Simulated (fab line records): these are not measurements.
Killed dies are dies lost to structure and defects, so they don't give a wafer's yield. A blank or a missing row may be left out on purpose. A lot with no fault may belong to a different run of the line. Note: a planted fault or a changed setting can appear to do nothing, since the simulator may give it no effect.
fab line records -- flow nandHarc
record lots=7, wafers=21, lastDay=33
route steps=1302 shown A_M1@1181
lots with no fault: from the same line, run without faults
startH: hours from the record's first day to the start of the lot's first wafer shown -- waitH: hours from the lot's prior step to this one -- " same as the row above -- L1.1+2: a single row standing in for several wafers -- - no value present, or no start provided -- * or withheld: withheld -- < > ~ a bound
route shown NAME@n: names a module that has steps shown in the file, with the first one's number in the route -- usual: mean/standard deviation taken from wafers without a fault -- same: alike in all rows -- chamber/n: place in a boat -- sites: per-site readings -- _std_site: the standard deviation of these -- _edge_site: mean of outer sites minus mean of inner sites -- radiusMm: how far each site lies from the wafer's centre -- mask NAME#n: copy n -- behind: the tool/chamber that last shaped the wafer -- hold: reason for holding the lot/hours on hold/outcome of the hold -- device: names the non-switching transistor (n, p or np) -- end of line: the same wafers' tests at the end of the route -- step lacking rows: just its recipe -- killed: count of dies lost to structure and defects at first sort (not the wafer's yield) -- map: a wafer's dies, x killed, . not, _ none there
set.NAME: setting as actually run; set.NAME@STEP: the setting as run at that earlier step -- model.NAME: the simulator's own value behind a step, which no gauge read
certain route steps with their lots: each step a table, each wafer a row
services: from which hour (startH, from the record's first day; less than 0 if before it) a tool's chamber was out of use, for how many hours, and why
## steps
# step NHARC_A_M1_INSPECT_11
# usual rawDefectCount=95/41
lot.wafer,tool,chamber,startH,waitH,rawDefectCount
L146.1,defectInspect-01,-,545.81,0.0,17
L146.4,defectInspect-01,-,545.81,0.0,20
L146.5,defectInspect-01,-,545.81,0.0,15
L148.1,defectInspect-02,-,552.72,0.0,161
L148.3,defectInspect-02,-,552.72,0.0,149
L148.5,defectInspect-02,-,552.72,0.0,123
L165.3,defectInspect-02,-,707.42,0.0,118
L165.4,defectInspect-02,-,707.42,0.0,115
L165.5,defectInspect-02,-,707.42,0.0,100
L164.2,defectInspect-01,-,708.09,0.0,29
L164.3,defectInspect-01,-,708.09,0.0,23
L164.5,defectInspect-01,-,708.09,0.0,38
L163.2,defectInspect-01,-,710.93,0.0,154
L163.4,defectInspect-01,-,710.93,0.0,157
L163.5,defectInspect-01,-,710.93,0.0,159
L166.3,defectInspect-01,-,714.69,0.0,104
L166.4,defectInspect-01,-,714.69,0.0,126
L166.5,defectInspect-01,-,714.69,0.0,113
L168.1,defectInspect-01,-,747.89,0.0,92
L168.5,defectInspect-01,-,747.89,0.0,94
L168.6,defectInspect-01,-,747.89,0.0,88
# step NHARC_A_M1_DESCUM_14
# recipe timeS=3, o2FlowSccm=200, arFlowSccm=0, biasPowerW=0, chemistry=O2
# usual drypumpMotorCurrentA=5.8/0.44, mfcArSccm=0.005/0.012, o2FlowSccm=200.0/0.57, oesProductAu=1.000/0.0067, rfVppV=57.9/0.96, showerheadPlenumPTorr=1.92/0.085, throttleValvePct=11.311/0.0095
lot.wafer,tool,chamber,startH,waitH,drypumpMotorCurrentA,mfcArSccm,o2FlowSccm,oesProductAu,rfHoursCounterH,rfVppV,showerheadPlenumPTorr,throttleValvePct
L146.1,rieDiel-02,1,545.87,0.1,6.0,0.004,198.6,1.012,8.6,57.2,1.97,11.314
L146.4,rieDiel-02,0,545.87,0.1,6.4,0,200.2,1.004,8.0,57.9,1.88,11.319
L146.5,rieDiel-02,2,545.87,0.1,5.5,0,199.6,1.009,-,58.0,1.92,11.295
L148.3,rieDiel-02,1,552.78,0.1,6.0,0.004,200.0,1.016,8.8,57.2,1.97,11.321
L148.1,rieDiel-02,0,552.78,0.1,6.5,0,199.3,1.003,8.1,57.7,1.89,11.295
L148.5,rieDiel-02,1,552.78,0.1,6.1,0.004,199.4,1.013,-,58.9,1.97,11.314
L165.4,rieDiel-02,0,707.50,0.1,6.5,0,200.3,1.006,5.2,57.3,1.88,11.319
L165.3,rieDiel-02,1,707.50,0.1,6.1,0.004,200.9,1.007,5.2,58.7,1.97,11.301
L165.5,rieDiel-02,3,707.50,0.1,6.0,0.025,199.6,0.993,-,59.1,2.00,11.293
L164.3,rieDiel-11,2,708.15,0.1,5.6,0,200.2,0.994,1.8,57.4,2.06,11.318
L164.2,rieDiel-11,3,708.15,0.1,5.1,0.004,199.6,0.997,1.9,57.1,1.93,11.304
L164.5,rieDiel-11,2,708.15,0.1,5.6,0,200.2,1.001,-,58.8,2.06,11.296
L163.2,rieDiel-02,0,711.00,0.1,6.5,0,200.4,0.998,5.5,55.9,1.88,11.301
L163.5,rieDiel-02,2,711.00,0.1,5.5,0,200.8,1.005,-,56.8,1.92,11.297
L163.4,rieDiel-02,1,711.00,0.1,6.0,0.004,200.3,1.004,-,56.9,1.97,11.307
L166.4,rieDiel-11,2,714.76,0.1,5.6,0,199.6,0.996,2.1,57.8,2.06,11.327
L166.3,rieDiel-11,3,714.76,0.1,5.1,0.004,200.1,0.999,2.1,57.8,1.93,11.321
L166.5,rieDiel-11,1,714.76,0.1,6.3,0,199.0,0.997,-,57.3,1.78,11.298
L168.1,rieDiel-04,3,747.96,0.1,5.6,0,199.9,0.998,0.9,57.4,1.91,11.319
L168.5,rieDiel-04,3,747.96,0.1,5.6,0,200.0,0.987,-,58.5,1.91,11.328
L168.6,rieDiel-04,0,747.96,0.1,6.6,0.042,199.9,0.997,-,56.7,1.86,11.316
# step NHARC_A_M1_ETCH_35
# recipe targetDepthA=400, overetchA=120, timeS=43.94, ionEnergyEv=200, n2FlowSccm=150, h2FlowSccm=150, arFlowSccm=0, rfW=400, biasW=150, chemistry=N2/H2
# step NHARC_A_M1_ETCH_15
# recipe targetDepthA=1825, timeS=91.2, c4f8FlowSccm=withheld, arFlowSccm=400, rfW=600, biasW=300, chemistry=C4F8/Ar
# usual oesProductAu=0.956/0.019, rfVppV=441.2/2.8
lot.wafer,tool,chamber,startH,waitH,oesProductAu,rfHoursCounterH,rfVppV
L146.1,rieDiel-02,0,-,-,0.974,8.0,440.1
L146.4,rieDiel-02,1,-,-,0.974,8.6,443.0
L146.5,rieDiel-02,3,-,-,0.983,-,443.0
L148.3,rieDiel-02,0,-,-,0.945,8.2,439.7
L148.1,rieDiel-02,1,-,-,0.928,8.8,442.2
L148.5,rieDiel-02,0,-,-,0.951,-,440.1
L165.4,rieDiel-02,0,-,-,0.926,5.3,440.4
L165.3,rieDiel-02,3,-,-,0.923,5.4,443.1
L165.5,rieDiel-02,0,-,-,0.927,-,441.0
L164.2,rieDiel-11,1,-,-,0.964,0.9,436.3
L164.3,rieDiel-11,2,-,-,0.945,1.9,444.8
L164.5,rieDiel-11,1,-,-,0.968,-,436.9
L163.2,rieDiel-02,1,-,-,0.945,5.5,443.1
L163.4,rieDiel-02,2,-,-,0.972,-,441.0
L163.5,rieDiel-02,0,-,-,0.957,-,440.5
L166.4,rieDiel-11,1,-,-,0.962,1.2,437.3
L166.3,rieDiel-11,2,-,-,0.975,2.1,445.7
L166.5,rieDiel-11,2,-,-,0.978,-,445.2
L168.1,rieDiel-04,2,-,-,0.977,1.3,437.8
L168.5,rieDiel-04,0,-,-,0.949,-,438.9
L168.6,rieDiel-04,1,-,-,0.967,-,446.0
# step NHARC_A_M1_CD_MEAS_16
# usual cdNm=120.0/0.63
lot.wafer,tool,chamber,startH,waitH,cdNm
L146.1,cdSem-01,-,546.19,-,120.1
L146.4,cdSem-01,-,546.19,-,119.4
L146.5,cdSem-01,-,546.19,-,119.5
L148.1,cdSem-03,-,553.09,-,118.9
L148.3,cdSem-03,-,553.09,-,119.2
L148.5,cdSem-03,-,553.09,-,120.0
L165.3,cdSem-02,-,707.79,-,121.1
L165.4,cdSem-02,-,707.79,-,120.1
L165.5,cdSem-02,-,707.79,-,120.0
L164.2,cdSem-02,-,708.55,-,119.7
L164.3,cdSem-02,-,708.55,-,120.3
L164.5,cdSem-02,-,708.55,-,120.5
L163.2,cdSem-01,-,711.34,-,120.1
L163.4,cdSem-01,-,711.34,-,120.4
L163.5,cdSem-01,-,711.34,-,120.2
L166.3,cdSem-03,-,715.06,-,119.3
L166.4,cdSem-03,-,715.06,-,119.7
L166.5,cdSem-03,-,715.06,-,120.0
L168.1,cdSem-02,-,748.26,-,119.2
L168.5,cdSem-02,-,748.26,-,119.9
L168.6,cdSem-02,-,748.26,-,120.7
# step NHARC_A_M1_STRIP_18
# recipe powerW=1000, n2FlowSccm=150, h2FlowSccm=150, arFlowSccm=0, biasW=0, chemistry=N2/H2
# usual drypumpMotorCurrentA=5.9/0.43, mfcArSccm=0.006/0.013, n2FlowSccm=150.0/0.42, oesProductAu=0.999/0.0066, powerW=1000/3.3, rfVppV=90.7/0.99, showerheadPlenumPTorr=2.04/0.097, throttleValvePct=14.173/0.0097
lot.wafer,tool,chamber,startH,waitH,drypumpMotorCurrentA,mfcArSccm,n2FlowSccm,oesProductAu,powerW,rfHoursCounterH,rfVppV,showerheadPlenumPTorr,throttleValvePct
L146.4,rieDiel-04,1,546.26,0.1,5.5,0,149.9,0.985,996,0.6,92.6,2.18,14.179
L146.1,rieDiel-04,0,546.26,0.1,6.6,0.042,149.9,0.996,1002,0.6,91.2,1.98,14.173
L146.5,rieDiel-04,2,546.26,0.1,6.0,0,150.1,0.997,1004,-,89.0,1.90,14.166
L148.1,rieDiel-02,2,553.16,0.1,5.5,0,150.2,1.001,1001,8.7,91.4,2.05,14.150
L148.3,rieDiel-02,0,553.16,0.1,6.5,0,149.0,0.999,1002,8.2,88.9,2.01,14.161
L148.5,rieDiel-02,2,553.16,0.1,5.5,0,150.1,0.986,1004,-,91.3,2.05,14.168
L165.3,rieDiel-02,1,707.93,0.1,6.0,0.004,150.1,1.001,1004,5.3,92.0,2.10,14.176
L165.4,rieDiel-02,2,707.93,0.1,5.5,0,150.8,0.996,999,-,90.7,2.04,14.171
L165.5,rieDiel-02,1,707.93,0.1,6.1,0.004,149.5,1.001,1001,-,90.1,2.10,14.174
L164.3,rieDiel-02,0,708.62,0.1,6.4,0,149.7,0.994,994,5.4,90.4,2.01,14.176
L164.2,rieDiel-02,2,708.62,0.1,5.5,0,150.3,1.004,1005,5.5,90.7,2.04,14.174
L164.5,rieDiel-02,0,708.62,0.1,6.4,0,149.5,0.996,999,-,89.9,2.01,14.179
L163.2,rieDiel-11,2,711.41,0.1,5.6,0,150.0,1.006,998,2.0,90.4,2.20,14.173
L163.4,rieDiel-11,1,711.41,0.1,6.3,0,150.4,0.994,1002,1.0,90.2,1.89,14.178
L163.5,rieDiel-11,2,711.41,0.1,5.6,0,150.1,1.006,997,-,90.8,2.20,14.163
L166.3,rieDiel-11,2,715.15,0.1,5.6,0,150.7,0.999,1000,2.2,91.4,2.20,14.151
L166.4,rieDiel-11,3,715.15,0.1,5.1,0.004,149.0,0.992,998,2.2,91.6,2.06,14.168
L166.5,rieDiel-11,1,715.15,0.1,6.3,0,150.0,0.994,1004,-,88.0,1.89,14.172
L168.1,rieDiel-11,1,748.35,0.1,6.3,0,150.2,0.987,1002,1.7,90.5,1.89,14.184
L168.5,rieDiel-11,1,748.35,0.1,6.3,0,149.6,0.995,1008,-,89.6,1.89,14.190
L168.6,rieDiel-11,2,748.35,0.1,5.6,0,150.5,0.999,1001,-,92.4,2.20,14.157
# step NHARC_A_M1_ETCH_28
# recipe targetDepthA=300, overEtchFrac=0.3, timeS=72.99, ionEnergyEv=150, cf4FlowSccm=50, n2FlowSccm=100, arFlowSccm=150, rfW=300, biasW=100, chemistry=CF4/N2
# step NHARC_A_M1_STRIP_19
# recipe timeS=600, tempC=30, chemistry=postEtchResidueRemover
# step NHARC_A_M1_DEGAS_29
# recipe tempC=250, timeS=60
# step NHARC_A_M1_PRE_CLEAN_30
# recipe timeS=30, tempC=280, gas=H2/He
# step NHARC_A_M1_PVD_20
# recipe targetThkA=50, biasV=168.6, powerW=15000, chamberPressurePa=0.12, timeS=8.06, substrateTempC=50, material=TaN
# step NHARC_A_M1_PVD_21
# recipe targetThkA=300, chamberPressurePa=5, powerW=5000, substrateTempC=30, timeS=20.49, material=Cu
# usual chamberPressurePa=4.998/0.0095, throttleValvePct=30.0/1.3
lot.wafer,tool,chamber,startH,waitH,chamberPressurePa,throttleValvePct
L146.1,pvdSputter-03,-,-,-,4.996,28.3
L146.4,pvdSputter-03,-,-,-,4.986,30.9
L146.5,pvdSputter-03,-,-,-,5.000,30.8
L148.1,pvdSputter-03,-,-,-,4.997,31.1
L148.3,pvdSputter-03,-,-,-,4.997,28.7
L148.5,pvdSputter-03,-,-,-,5.002,30.8
L165.4,pvdSputter-02,-,-,-,4.992,29.7
L165.3,pvdSputter-02,-,-,-,5.006,31.8
L165.5,pvdSputter-02,-,-,-,4.997,32.0
L164.2,pvdSputter-02,-,-,-,4.990,29.6
L164.3,pvdSputter-02,-,-,-,5.004,32.0
L164.5,pvdSputter-02,-,-,-,4.995,31.9
L163.2,pvdSputter-02,-,-,-,5.004,29.3
L163.4,pvdSputter-02,-,-,-,5.003,29.8
L163.5,pvdSputter-02,-,-,-,5.001,32.0
L166.4,pvdSputter-03,-,-,-,4.996,28.3
L166.3,pvdSputter-03,-,-,-,4.996,31.3
L166.5,pvdSputter-03,-,-,-,4.990,28.2
L168.1,pvdSputter-01,-,-,-,4.987,28.9
L168.6,pvdSputter-01,-,-,-,4.991,30.7
L168.5,pvdSputter-01,-,-,-,4.996,28.8
# step NHARC_A_M1_ECD_22
# recipe targetThkA=4000, bathTempC=25, material=Cu
# usual bathTempC=25.01/0.11
lot.wafer,tool,chamber,startH,waitH,bathTempC
L146.1,ecdCu-02,0,547.35,-,25.03
L146.4,ecdCu-02,0,547.35,-,25.05
L146.5,ecdCu-02,0,547.35,-,24.90
L148.1,ecdCu-01,1,554.16,-,25.13
L148.3,ecdCu-01,0,554.16,-,25.17
L148.5,ecdCu-01,0,554.16,-,25.22
L165.3,ecdCu-02,1,709.03,-,25.07
L165.4,ecdCu-02,0,709.03,-,25.07
L165.5,ecdCu-02,0,709.03,-,25.02
L164.2,ecdCu-02,0,709.69,-,25.09
L164.3,ecdCu-02,1,709.69,-,25.03
L164.5,ecdCu-02,0,709.69,-,25.17
L163.2,ecdCu-02,1,712.45,-,24.75
L163.4,ecdCu-02,0,712.45,-,25.18
L163.5,ecdCu-02,1,712.45,-,24.77
L166.3,ecdCu-01,1,716.23,-,25.12
L166.4,ecdCu-01,0,716.23,-,25.18
L166.5,ecdCu-01,1,716.23,-,24.93
L168.1,ecdCu-01,0,749.41,-,24.99
L168.6,ecdCu-01,1,749.41,-,24.89
L168.5,ecdCu-01,0,749.41,-,25.22
# step NHARC_A_M1_ANNEAL_31
# recipe tempC=225, timeS=90
# usual wafer_temp_C_max=225.58/0.17
lot.wafer,tool,chamber,startH,waitH,wafer_temp_C_max
L146.1,rtpAnneal-02,0,547.69,0.3,225.51
L146.4,rtpAnneal-02,0,547.69,0.3,225.27
L146.5,rtpAnneal-02,0,547.69,0.3,225.21
L148.1,rtpAnneal-02,0,554.54,0.3,225.82
L148.3,rtpAnneal-02,0,554.54,0.3,225.51
L148.5,rtpAnneal-02,0,554.54,0.3,225.70
L165.3,rtpAnneal-02,0,709.41,0.3,225.76
L165.4,rtpAnneal-02,0,709.41,0.3,225.50
L165.5,rtpAnneal-02,0,709.41,0.3,225.83
L164.2,rtpAnneal-02,0,710.12,-,225.40
L164.3,rtpAnneal-02,0,710.12,-,225.56
L164.5,rtpAnneal-02,0,710.12,-,225.68
L163.2,rtpAnneal-02,0,712.83,-,225.56
L163.4,rtpAnneal-02,0,712.83,-,225.74
L163.5,rtpAnneal-02,0,712.83,-,225.57
L166.3,rtpAnneal-01,0,716.62,0.3,225.61
L166.4,rtpAnneal-01,0,716.62,0.3,225.41
L166.5,rtpAnneal-01,0,716.62,0.3,225.32
L168.1,rtpAnneal-01,0,749.74,-,225.11
L168.5,rtpAnneal-01,0,749.74,-,225.54
L168.6,rtpAnneal-01,0,749.74,-,225.64
# step NHARC_A_M1_CMP_23
# recipe tOverpolishS=20, targetThkNm=154.34
# usual motorCurrentA=11.7/1, timeToEndpointS=28.2/2.2
lot.wafer,tool,chamber,startH,waitH,motorCurrentA,timeToEndpointS
L146.4,cmp-03,0,548.03,-,12.5,27.4
L146.1,cmp-03,2,548.03,-,11.5,28.0
L146.5,cmp-03,0,548.03,-,11.7,26.5
L148.1,cmp-02,0,554.94,-,11.4,25.9
L148.3,cmp-02,1,554.94,-,11.1,25.4
L148.5,cmp-02,2,554.94,-,11.5,28.9
L165.3,cmp-02,2,709.65,-,11.1,17.4
L165.4,cmp-02,3,709.65,-,13.2,16.1
L165.5,cmp-02,2,709.65,-,11.8,16.7
L164.3,cmp-03,2,710.44,-,11.6,15.0
L164.2,cmp-03,0,710.44,-,11.8,28.6
L164.5,cmp-03,2,710.44,-,10.9,13.7
L163.4,cmp-03,0,713.13,-,12.0,13.9
L163.2,cmp-03,2,713.13,-,11.7,29.6
L163.5,cmp-03,0,713.13,-,12.1,14.6
L166.3,cmp-02,0,716.89,-,10.7,26.6
L166.4,cmp-02,2,716.89,-,11.3,27.0
L166.5,cmp-02,0,716.89,-,11.8,29.3
L168.1,cmp-03,3,750.09,-,12.6,29.2
L168.6,cmp-03,3,750.09,-,12.7,29.9
L168.5,cmp-03,0,750.09,-,12.6,30.5
## services
tool,chamber,startH,hours,kind
cmp-02,-,525.89,2.3,repair
pvdSputter-03,-,526.00,10.0,pm
cmp-03,-,553.04,3.0,repair
rieDiel-11,2,557.46,1.3,repair
rieDiel-02,-,570.70,9.0,pm
cmp-03,-,580.03,0.6,repair
rieDiel-02,0,588.03,3.9,repair
rieDiel-02,-,590.83,1.0,repair
rieDiel-02,3,591.91,4.1,repair
ecdCu-02,-,596.10,8.0,pm
cmp-03,-,607.66,0.4,repair
rieDiel-11,-,609.50,9.0,pm
rieDiel-02,3,614.51,9.3,repair
cmp-03,-,629.76,0.5,repair
cmp-03,-,630.82,1.6,repair
cmp-03,-,654.04,4.0,pm
rieDiel-11,1,660.08,14.9,repair
rieDiel-11,3,681.84,4.4,repair
cmp-03,-,688.56,0.6,repair
rieDiel-11,1,703.01,3.9,repair
rieDiel-02,3,707.79,6.7,repair
rieDiel-02,2,734.02,4.8,repair
rtpAnneal-02,-,744.01,12.0,pm
rieDiel-02,-,747.75,9.0,pm
## key
firstSign step=NHARC_A_M1_CMP_23, reading=timeToEndpointS, direction=down, sigmas=5.9, usual=*, struck=*
effect none on later readings
metAt NHARC_A_M1_ECD_22
struckWafers L163.4,L163.5,L164.3,L164.5,L165.3,L165.4,L165.5
laterRowsLeftOut L163.4,L163.5,L164.3,L164.5,L165.3,L165.4,L165.5
sortLeftOut L163.4,L163.5,L164.3,L164.5,L165.3,L165.4,L165.5
onsetBetween 547.35 709.03
fault kind=processParameterDrift, tool=ecdCu-02, chamber=-, onsetH=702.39, steps=NHARC_A_M1_ECD_22, channel=targetThkA, offset=*, shape=step, endH=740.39, scope=struckWafersOnly, actsIn=*, stated=*
# sortLeftOut: the simulated sort isn't trusted on such a fault, so these wafers' sort isn't shown, and their yield isn't known
# laterRowsLeftOut: the simulator's readings of these wafers behind a module that went badly wrong aren't trusted and aren't shown, but for the sort
